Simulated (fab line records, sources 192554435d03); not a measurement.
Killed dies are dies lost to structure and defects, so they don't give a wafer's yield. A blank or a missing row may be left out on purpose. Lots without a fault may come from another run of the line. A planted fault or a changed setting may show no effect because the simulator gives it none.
Chamber matching | flow n5_finfet | N5_HKMG_FIN_ALD_36 on ald_metal-03: 4 sister chambers
The step deposits TiN, target thk 1 nm, pulse time 1 s, purge time 3 s. 22 wafers are shown with their chamber, then 11 later ones without.

WAFERS WITH THEIR CHAMBER
wafer  | chamber | heater_power_w (W) | heater_power_outer_w (W) | precursor_pulse_height_rel
L074.1 | 1       | 1018               | 610                      | 0.982
L074.2 | 3       | 827                | 489                      | 0.999
L074.6 | 1       | 1024               | 602                      | 0.981
L075.1 | 1       | 983                | 618                      | 0.999
L075.4 | 3       | 793                | 508                      | 0.990
L075.5 | 3       | 811                | 495                      | 1.019
L078.3 | 0       | 892                | 553                      | 1.007
L078.5 | 3       | 804                | 492                      | 1.031
L078.6 | 2       | 955                | 610                      | 0.968
L079.2 | 0       | 893                | 557                      | 1.045
L079.4 | 3       | 806                | 487                      | 1.008
L079.5 | 2       | 957                | 618                      | 0.975
L080.3 | 2       | 958                | 598                      | 0.977
L080.5 | 2       | 953                | 611                      | 1.027
L080.6 | 1       | 1013               | 600                      | 1.011
L081.1 | 3       | 805                | 492                      | 1.000
L081.3 | 2       | 927                | 608                      | 0.981
L081.5 | 3       | 800                | 500                      | 0.990
L082.1 | 1       | 1005               | 618                      | 1.038
L082.4 | 0       | 899                | 542                      | 1.010
L082.5 | 1       | 1033               | 595                      | 0.984
L086.1 | 2       | 941                | 601                      | 1.036

SIGNATURES (means of the wafers above)
reading                    | chamber 0 | chamber 1 | chamber 2 | chamber 3 | scatter within a chamber
heater_power_w             | 894.67    | 1012.67   | 948.50    | 806.57    | 12.8
heater_power_outer_w       | 550.67    | 607.17    | 607.67    | 494.71    | 8.04
precursor_pulse_height_rel | 1.02067   | 0.99917   | 0.99400   | 1.00529   | 0.0225
Rule: a wafer's distance from a chamber is the root of the sum, over the readings, of the square of ((its reading less the chamber's mean) divided by the reading's scatter). The wafer belongs to the nearest chamber; if the next one is less than 2 further off, it can't be placed. The scatter: the root of (the sum of the squares of (reading less its chamber's mean) over the shown wafers, divided by (wafers less chambers)).

WAFERS WITHOUT THEIR CHAMBER
wafer  | heater_power_w (W) | heater_power_outer_w (W) | precursor_pulse_height_rel
L086.2 | 1006               | 603                      | 1.028
L086.3 | 812                | 494                      | 0.999
L090.3 | 964                | 616                      | 1.009
L090.5 | 1009               | 605                      | 0.951
L090.6 | 962                | 622                      | 1.020
L092.2 | 896                | 550                      | 0.985
L092.3 | 794                | 496                      | 0.996
L092.5 | 818                | 499                      | 1.002
L096.3 | 1027               | 608                      | 0.995
L096.4 | 887                | 551                      | 1.022
L096.5 | 808                | 490                      | 0.998

WHICH CHAMBER EACH WENT THROUGH
wafer  | from the rows above | in truth
L086.2 | 1                   | 1
L086.3 | 3                   | 3
L090.3 | 2                   | 2
L090.5 | 1                   | 1
L090.6 | 2                   | 2
L092.2 | 0                   | 0
L092.3 | 3                   | 3
L092.5 | 3                   | 3
L096.3 | 1                   | 1
L096.4 | 0                   | 0
L096.5 | 3                   | 3
Placed correctly: 11 of 11. Can't be placed from these rows: 0. Placed wrongly: 0.
